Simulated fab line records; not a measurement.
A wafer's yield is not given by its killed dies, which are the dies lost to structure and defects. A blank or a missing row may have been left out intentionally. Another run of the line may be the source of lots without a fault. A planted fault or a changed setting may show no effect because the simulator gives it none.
Matching of chambers	flow n5Finfet	N5_BEOL_M5_ETCH_67 on rieDiel-03 has 4 sister chambers
The step etches SiARC in CF4, target depth 15.6 nm, time 26 s. 4 wafers are shown with their chamber, then 8 later ones without.

WAFERS, EACH WITH ITS CHAMBER
wafer	chamber	drypumpMotorCurrentA (A)
L089.1	0	5.7
L092.2	1	6.6
L092.5	3	5.8
L094.1	2	6.4

WAFERS MISSING THEIR CHAMBER
wafer	drypumpMotorCurrentA (A)
L094.3	5.6
L094.4	5.7
L095.2	5.7
L095.4	6.5
L095.5	6.4
L097.3	5.7
L097.4	6.4
L097.6	6.4

WHICH CHAMBER EACH ONE RAN IN
wafer	from the rows above	in truth
L094.3	can't be placed: 0 or 3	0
L094.4	can't be placed: 0 or 3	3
L095.2	can't be placed: 0 or 3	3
L095.4	can't be placed: 1 or 2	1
L095.5	2	2
L097.3	can't be placed: 0 or 3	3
L097.4	2	2
L097.6	2	2
Placed correctly: 3 of 8. These rows do not allow placing 5 (true chamber among the candidates in 5). Wrongly placed: 0.
How it was worked out, from the rows above alone: a wafer's distance from a chamber is the root of the sum, over the readings, of the square of ((its reading less the chamber's mean) divided by the reading's scatter). If the next closest chamber is less than 2 further off than the closest, the wafer can't be placed; otherwise it belongs to the closest. The mean given for a chamber averages the wafers shown for that chamber. The scatter (one wafer shown for each chamber): square how far every hidden wafer sits from the nearest shown wafer, average those squares and take the square root.
